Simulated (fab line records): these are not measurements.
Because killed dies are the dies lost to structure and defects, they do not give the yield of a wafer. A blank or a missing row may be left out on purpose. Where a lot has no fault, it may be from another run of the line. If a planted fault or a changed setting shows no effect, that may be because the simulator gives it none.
Split-lot trial + flow n5_finfet + 39 wafers read from 7 lots, route of 1938 steps

== THE SPLIT ==
At N5_BEOL_M9_ETCH_66 (etches SOC in N2/H2, target depth 80 nm, overetch 16 nm, time 120 s), the setting target_depth_a was moved away from the recipe's 800 angstrom on 15 of the 39 wafers read, by -39.7% to +43.3%. For the rest of the wafers, this setting stayed at what the recipe calls for.

The reading comes from the split's own step.

== THE READING ==
SiARC_of_BEOL_M9_COAT_64.thk_nm (the simulator's own value, which no gauge read), in nm, at N5_BEOL_M9_ETCH_66 (etches SOC in N2/H2, target depth 80 nm, overetch 16 nm, time 120 s). No usual value for it is given in the file. Average 6.5 nm, standard deviation 0.22 nm, over the 24 wafers here run with the recipe.

| wafer  | tool, chamber at the split | target_depth_a as run, angstrom | against the recipe | SiARC_of_BEOL_M9_COAT_64.thk_nm, nm | against lot-mates on the recipe |
|--------|----------------------------|---------------------------------|--------------------|-------------------------------------|---------------------------------|
| L079.1 | rie_diel-05, 3,2,2         | 800                             | recipe             | 6.8                                 | -                               |
| L079.3 | rie_diel-05, 3,2,2         | 800                             | recipe             | 6.8                                 | -                               |
| L079.6 | rie_diel-05, 3,2,2         | 800                             | recipe             | 6.8                                 | -                               |
| L079.2 | rie_diel-05, 1,0,1         | 800                             | recipe             | 6.4                                 | -                               |
| L079.4 | rie_diel-05, 1,0,1         | 800                             | recipe             | 6.4                                 | -                               |
| L079.5 | rie_diel-05, 1,0,1         | 800                             | recipe             | 6.4                                 | -                               |
| L082.1 | rie_diel-04, 1,2,2         | 957.2                           | +19.7%             | 5.2                                 | -1.4                            |
| L082.3 | rie_diel-04, 1,2,2         | 957.2                           | +19.7%             | 5.2                                 | -1.4                            |
| L082.6 | rie_diel-04, 1,2,2         | 957.2                           | +19.7%             | 5.2                                 | -1.4                            |
| L082.2 | rie_diel-04, 0,3,3         | 800                             | recipe             | 6.6                                 | -                               |
| L082.4 | rie_diel-04, 0,3,3         | 800                             | recipe             | 6.6                                 | -                               |
| L082.5 | rie_diel-04, 0,3,3         | 800                             | recipe             | 6.6                                 | -                               |
| L089.1 | rie_diel-01, 1,2,3         | 800                             | recipe             | 6.4                                 | -                               |
| L089.3 | rie_diel-01, 1,2,3         | 800                             | recipe             | 6.4                                 | -                               |
| L089.4 | rie_diel-01, 1,2,3         | 800                             | recipe             | 6.4                                 | -                               |
| L089.2 | rie_diel-01, 0             | 962.3                           | +20.3%             | 5.6                                 | -0.8                            |
| L089.5 | rie_diel-01, 2,3           | 962.3                           | +20.3%             | 5.4                                 | -1.0                            |
| L089.6 | rie_diel-01, 2,3           | 962.3                           | +20.3%             | 5.4                                 | -1.0                            |
| L090.1 | rie_diel-05, 3             | 565.7                           | -29.3%             | 8                                   | +1.5                            |
| L090.2 | rie_diel-05, 1             | 565.7                           | -29.3%             | 7.8                                 | +1.3                            |
| L090.6 | rie_diel-05, 1             | 565.7                           | -29.3%             | 7.8                                 | +1.3                            |
| L090.3 | rie_diel-05, 0             | 800                             | recipe             | 6.4                                 | -                               |
| L090.5 | rie_diel-05, 0             | 800                             | recipe             | 6.4                                 | -                               |
| L090.4 | rie_diel-05, 3             | 800                             | recipe             | 6.8                                 | -                               |
| L094.1 | rie_diel-04, 3,0           | 1146                            | +43.3%             | 4.6                                 | -1.6                            |
| L094.6 | rie_diel-04, 3,0           | 1146                            | +43.3%             | 4.6                                 | -1.6                            |
| L094.2 | rie_diel-04, 2             | 800                             | recipe             | 6.2                                 | -                               |
| L094.3 | rie_diel-04, 1             | 1146                            | +43.3%             | 3.6                                 | -2.6                            |
| L094.4 | rie_diel-04, 0             | 800                             | recipe             | 6.6                                 | -                               |
| L094.5 | rie_diel-04, 1             | 800                             | recipe             | 5.8                                 | -                               |
| L097.1 | rie_diel-01, 0,2,2         | 800                             | recipe             | 6.4                                 | -                               |
| L097.4 | rie_diel-01, 0,2,2         | 800                             | recipe             | 6.4                                 | -                               |
| L097.5 | rie_diel-01, 0,2,2         | 800                             | recipe             | 6.4                                 | -                               |
| L097.2 | rie_diel-01, 3,1,1         | 482.3                           | -39.7%             | 8.2                                 | +1.8                            |
| L097.3 | rie_diel-01, 3,1,1         | 482.3                           | -39.7%             | 8.2                                 | +1.8                            |
| L097.6 | rie_diel-01, 3,1,1         | 482.3                           | -39.7%             | 8.2                                 | +1.8                            |
| L095.1 | rie_diel-01, 3,0           | 800                             | recipe             | 6.6                                 | -                               |
| L095.6 | rie_diel-01, 3,0           | 800                             | recipe             | 6.6                                 | -                               |
| L095.2 | rie_diel-01, 1             | 800                             | recipe             | 6.4                                 | -                               |
If several chambers appear in one row, that row covers several wafers at once and the file leaves open which wafer was in which chamber.

THE FIT
A straight line over all 39 wafers: SiARC_of_BEOL_M9_COAT_64.thk_nm changes by -0.0489 nm for each +1% of target_depth_a; r = -0.97; the points scatter about the line by 0.24 nm.
The same after taking each lot's own level away (the mean of its wafers on the recipe; 39 wafers): -0.047 nm for each +1%; r = -0.97; scatter 0.24 nm.
On that fit, the largest move of target_depth_a shifts the reading by 2 nm.
The span of the lots' own levels, 6.20 to 6.60 nm, comes to 1.9 times the standard deviation stated above.
Hence the lot-to-lot level has little effect on the slope; both slopes agree.
Check: -2.15 nm against its lot-mates is what the line predicts for one of the wafers moved furthest among these (+43.3%) when that wafer is left out of the fit. Against them it came out at -1.6 nm.

== OTHER SPLITS ON THESE WAFERS ==
These wafers also went through other splits before the reading. Each is held against what the fit with the lots' levels taken away leaves over:
| other split on the same wafers          | wafers away from the commonest value | r with SiARC_of_BEOL_M9_COAT_64.thk_nm (lot level and that fit taken away) |
|-----------------------------------------|--------------------------------------|----------------------------------------------------------------------------|
| N5_BEOL_M0_SAQP_ETCH_106 target_depth_a | 9                                    | -0.06                                                                      |
| N5_BEOL_M1_HM_DEP_02 target_thk_a       | 6                                    | +0.00                                                                      |
| N5_BEOL_M7_ILD_DEP_00 time_s            | 18                                   | -0.09                                                                      |

== THE FILE'S OWN FIT ==
SiARC_of_BEOL_M9_COAT_64.thk_nm changes by -0.0471 nm for each +1% of target_depth_a, r = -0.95.
